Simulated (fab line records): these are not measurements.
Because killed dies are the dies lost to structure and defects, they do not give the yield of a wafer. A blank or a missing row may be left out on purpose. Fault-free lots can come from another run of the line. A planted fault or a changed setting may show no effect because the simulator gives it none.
fab line records	flow n5-finfet
record: lots: 14	wafers: 42	last-day: 17
route steps=1938 shown BEOL_M9@1404
lots with no fault: from the same line, run without faults
start-h: start of the lot's first displayed wafer, in hours after the record's first day	wait-h: hours since the lot's step before	" identical to the entry in the row above	L1.1+2: one row covering several wafers at once	- no value, or no start given	* or withheld: withheld	< > ~ a bound
route shown NAME@n: names a module that has steps shown in the file, with the first one's number in the route	usual: mean and standard deviation over wafers with no fault	same: alike in all rows	chamber/n: place in a boat	sites: per-site readings	_std_site: standard deviation of those values	_edge_site: the outer-site mean with the inner-site mean subtracted	radius-mm: how far each site lies from the wafer's centre	mask NAME#n: copy n	behind: the tool/chamber that last shaped the wafer	hold: why the lot went on hold/how many hours it stayed there/how the hold came to an end	device: names the non-switching transistor (n, p or np)	end of line: tests run on the same wafers once the route is complete	a step given without rows: its recipe and nothing more	killed: dies lost to structure and defects at the first sort, not the wafer's yield	map: a wafer's dies, marking killed ones x, the rest . and places with no die _
set.NAME: the setting the step ran with; set.NAME@STEP: the setting that earlier step ran with	model.NAME: the simulator's own value behind a step, which no gauge read
one table for each step of the route and one row for each wafer, over a sample of lots
services: from which hour (start-h, from the record's first day; less than 0 if before it) a tool's chamber was out of use, for how many hours, and why
== steps ==
step: N5_BEOL_M9_PECVD_70
recipe: material: SiO2	target-thk-a: 200	temp-c: 400	precursor: TEOS/O2	pressure-torr: 5.5	rf-w: 450	teos-flow-sccm: 53.8	gas: O2	flow-sccm: 3000	time-s: 22.7
usual: heater-power-w: 693/68	showerhead-plenum-p-Torr: 8.77/0.048	throttle-valve-pct: 22.4/0.76
lot.wafer	tool	chamber	start-h	wait-h	heater-power-w	showerhead-plenum-p-Torr	throttle-valve-pct
L834.1	pecvd-02	2	234.53	0.0	706	8.76	22.2
L834.4	"	0	"	"	711	8.82	22.1
L834.6	"	1	"	"	643	8.81	21.7
L836.2	pecvd-02	2	247.76	0.0	698	8.73	22.5
L836.3	"	1	"	"	616	8.78	22.0
L836.5	"	1	"	"	616	8.77	21.7
L835.1	pecvd-03	1	248.63	0.0	754	8.72	21.6
L835.4	"	0	"	"	733	8.79	23.3
L835.5	"	0	"	"	726	8.78	23.2
L838.1	pecvd-02	0	270.44	0.0	751	8.84	22.1
L838.4	"	1	"	"	682	8.79	21.4
L838.6	"	2	"	"	624	8.75	22.5
L841.1	pecvd-02	0	271.19	0.0	813	8.86	22.1
L841.4	"	1	"	"	541	8.76	21.9
L841.5	"	0	"	"	820	8.84	21.8
L839.4	pecvd-03	0	271.42	0.1	604	8.76	23.3
L839.5	"	2	"	"	686	8.68	22.1
L839.6	"	1	"	"	643	8.70	21.7
L843.1	pecvd-04	2	296.75	0.0	812	8.74	23.3
L843.4	"	1	"	"	687	8.76	21.4
L843.6	"	2	"	"	787	8.73	23.3
L844.2	pecvd-04	2	305.83	0.0	737	8.75	23.0
L844.3	"	0	"	"	666	8.84	23.1
L844.5	"	1	"	"	707	8.78	21.1
L846.1	pecvd-02	0	312.05	0.0	817	8.82	22.0
L846.4	"	2	"	"	690	8.73	22.5
L846.5	"	2	"	"	688	8.77	22.4
L845.3	pecvd-04	2	312.30	0.0	729	8.71	23.2
L845.4	"	2	"	"	726	8.75	23.2
L845.5	"	0	"	"	656	8.84	23.4
L849.3	pecvd-04	1	319.14	0.0	705	8.78	21.3
L849.4	"	0	"	"	618	8.83	23.2
L849.6	"	1	"	"	690	8.77	21.3
L852.2	pecvd-04	0	343.69	0.0	609	8.84	22.8
L852.4	"	0	"	"	600	8.85	23.1
L852.5	"	1	"	"	704	8.78	21.3
L854.2	pecvd-04	2	359.38	0.0	750	8.76	23.5
L854.4	"	0	"	"	592	8.82	22.9
L854.5	"	2	"	"	763	8.74	23.4
L855.1	pecvd-03	2	377.78	0.0	691	8.71	22.3
L855.3	"	1	"	"	707	8.71	21.6
L855.6	"	1	"	"	712	8.71	21.7
step: N5_BEOL_M9_CD_MEAS_11
recipe: target-cd-nm: 64.1	landing-energy-ev: 500	detector: se-inlens	polarity: opening
usual: cd-nm: 64.1/0.42
lot.wafer	tool	chamber	start-h	wait-h	cd-nm
L834.1	cd-sem-02	0	236.23	-	63.9
L834.4	"	0	"	"	63.9
L834.6	"	0	"	"	63.9
L836.2	cd-sem-02	0	250.23	-	63.7
L836.3	"	0	"	"	63.7
L836.5	"	0	"	"	63.6
L835.1	cd-sem-03	0	250.34	-	64.3
L835.4	"	0	"	"	63.5
L835.5	"	0	"	"	63.9
L838.1	cd-sem-01	0	270.99	-	64.9
L838.4	"	0	"	"	64.9
L838.6	"	0	"	"	64.7
L841.1	cd-sem-02	0	274.80	-	64.2
L841.4	"	0	"	"	64.4
L841.5	"	0	"	"	64.2
L839.4	cd-sem-01	0	274.84	-	64.2
L839.5	"	0	"	"	64.2
L839.6	"	0	"	"	65.0
L843.1	cd-sem-03	0	298.78	-	63.8
L843.4	"	0	"	"	63.6
L843.6	"	0	"	"	64.1
L844.2	cd-sem-02	0	308.51	-	64.2
L844.3	"	0	"	"	64.4
L844.5	"	0	"	"	64.5
L846.1	cd-sem-03	0	314.63	-	64.0
L846.4	"	0	"	"	64.5
L846.5	"	0	"	"	64.4
L845.3	cd-sem-01	0	314.86	-	63.6
L845.4	"	0	"	"	64.3
L845.5	"	0	"	"	63.9
L849.3	cd-sem-03	0	320.06	-	64.3
L849.4	"	0	"	"	64.3
L849.6	"	0	"	"	64.0
L852.2	cd-sem-02	0	344.69	-	64.4
L852.4	"	0	"	"	64.2
L852.5	"	0	"	"	64.8
L854.2	cd-sem-01	0	360.74	-	64.8
L854.4	"	0	"	"	64.2
L854.5	"	0	"	"	63.9
L855.1	cd-sem-01	0	379.76	-	64.2
L855.3	"	0	"	"	64.3
L855.6	"	0	"	"	63.8
step: N5_BEOL_M9_OVL_MEAS_12
recipe: points-per-wafer: 44
usual: M9_OVL: -0.1/0.69
lot.wafer	tool	chamber	start-h	wait-h	M9_OVL[nm]
L834.1	overlay-01	0	236.26	0.0	-0.5
L834.4	"	0	"	"	0.0
L834.6	"	0	"	"	-0.4
L836.2	overlay-02	0	250.28	0.0	0.6
L836.3	"	0	"	"	-0.7
L836.5	"	0	"	"	0.9
L835.1	overlay-01	0	250.37	0.0	0.3
L835.4	"	0	"	"	-0.9
L835.5	"	0	"	"	-0.1
L838.1	overlay-01	0	271.02	0.0	-0.2
L838.4	"	0	"	"	-0.4
L838.6	"	0	"	"	0.0
L841.1	overlay-02	0	274.83	0.0	0.7
L841.4	"	0	"	"	-0.3
L841.5	"	0	"	"	-0.7
L839.4	overlay-02	0	274.87	0.0	-0.9
L839.5	"	0	"	"	-1.3
L839.6	"	0	"	"	-1.8
L843.1	overlay-01	0	298.81	0.0	0.1
L843.4	"	0	"	"	1.3
L843.6	"	0	"	"	0.8
L844.2	overlay-02	0	308.54	0.0	0.4
L844.3	"	0	"	"	1.0
L844.5	"	0	"	"	0.3
L846.1	overlay-01	0	314.66	0.0	0.4
L846.4	"	0	"	"	-1.0
L846.5	"	0	"	"	-0.4
L845.3	overlay-01	0	314.89	0.0	0.3
L845.4	"	0	"	"	0.2
L845.5	"	0	"	"	1.5
L849.3	overlay-01	0	320.08	0.0	0.7
L849.4	"	0	"	"	0.4
L849.6	"	0	"	"	-0.2
L852.2	overlay-01	0	344.72	0.0	0.4
L852.4	"	0	"	"	0.3
L852.5	"	0	"	"	1.1
L854.2	overlay-01	0	360.77	0.0	-1.0
L854.4	"	0	"	"	-0.6
L854.5	"	0	"	"	0.0
L855.1	overlay-01	0	379.79	0.0	-0.3
L855.3	"	0	"	"	-0.1
L855.6	"	0	"	"	-0.6
step: N5_BEOL_M9_DEVELOP_27
recipe: develop-time-s: 30	developer: TMAH	resist: CAR-EUV	rinse-liquid: surfactant-rinse	dry: air-spin	dev-temp-c: 23
usual: chill-plate-temp-C: 23.00/0.1	develop-time-s: 30/0
lot.wafer	tool	chamber	start-h	wait-h	chill-plate-temp-C	develop-time-s
L834.1	litho-track-02	0	246.40	-	23.00	30
L834.4	"	0	"	"	22.92	30
L834.6	"	0	"	"	22.87	30
L836.2	litho-track-02	0	251.60	-	23.02	30
L836.3	"	0	"	"	23.07	30
L836.5	"	0	"	"	23.16	30
L835.1	litho-track-01	0	253.91	-	22.94	30
L835.4	"	0	"	"	22.90	30
L835.5	"	0	"	"	22.92	30
L838.1	litho-track-04	0	273.40	-	23.04	30
L838.4	"	0	"	"	23.06	30
L838.6	"	0	"	"	23.02	30
L841.1	litho-track-01	0	278.81	-	23.02	30
L841.4	"	0	"	"	23.24	30
L841.5	"	0	"	"	23.02	30
L839.4	litho-track-02	0	281.88	-	23.07	30
L839.5	"	0	"	"	23.08	30
L839.6	"	0	"	"	23.14	30
L843.1	litho-track-01	0	299.89	-	23.08	30
L843.4	"	0	"	"	22.84	30
L843.6	"	0	"	"	23.10	30
L844.2	litho-track-02	0	309.42	-	22.91	30
L844.3	"	0	"	"	23.09	30
L844.5	"	0	"	"	23.04	30
L845.3	litho-track-01	0	315.86	-	23.05	30
L845.4	"	0	"	"	22.99	30
L845.5	"	0	"	"	22.97	30
L846.1	litho-track-04	0	316.02	-	22.88	30
L846.4	"	0	"	"	23.00	30
L846.5	"	0	"	"	23.06	30
L849.3	litho-track-01	0	321.47	-	23.06	30
L849.4	"	0	"	"	23.19	30
L849.6	"	0	"	"	23.06	30
L852.2	litho-track-01	0	346.25	-	23.14	30
L852.4	"	0	"	"	23.14	30
L852.5	"	0	"	"	22.93	30
L854.2	litho-track-02	-	361.70	-	-	-
L854.4	"	-	"	"	-	-
L854.5	"	-	"	"	-	-
L855.1	litho-track-04	-	381.54	-	-	-
L855.3	"	-	"	"	-	-
L855.6	"	-	"	"	-	-
== services ==
tool	chamber	start-h	hours	kind
pecvd-03	2	212.06	18.9	repair
pecvd-02	0	215.90	2.2	repair
pecvd-03	-	270.21	0.6	repair
pecvd-04	0	273.01	5.5	scheduled-down
pecvd-03	2	281.38	5.5	scheduled-down
pecvd-04	0	282.82	14.2	repair
pecvd-03	0	296.00	7.2	repair
pecvd-04	1	297.78	5.5	scheduled-down
pecvd-03	2	318.15	4.3	repair
pecvd-03	-	363.53	2.8	pm
pecvd-03	0	370.12	2.1	scheduled-down
== key ==
first-sign: step: N5_BEOL_M9_DEVELOP_27	reading: tool-record	direction: missing
effect none on later readings
met-at N5_BEOL_M9_DEVELOP_27
struck-lots L854,L855
later-rows-left-out L854.2,L854.4,L854.5,L855.1,L855.3,L855.6
sort-left-out L854.2,L854.4,L854.5,L855.1,L855.3,L855.6
not-acting-at N5_BEOL_M9_PECVD_70,N5_BEOL_M9_CD_MEAS_11,N5_BEOL_M9_OVL_MEAS_12
onset-between 316.02 361.70
fault: kind: skipped-step-whole	tool: litho-track-02,litho-track-04	chamber: -	onset-h: 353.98	steps: N5_BEOL_M9_DEVELOP_27	scope: struck-lots-only
sort-left-out: the simulated sort isn't trusted on such a fault, so these wafers' sort isn't shown, and their yield isn't known
later-rows-left-out: the simulator's readings of these wafers behind a module that went badly wrong aren't trusted and aren't shown, but for the sort
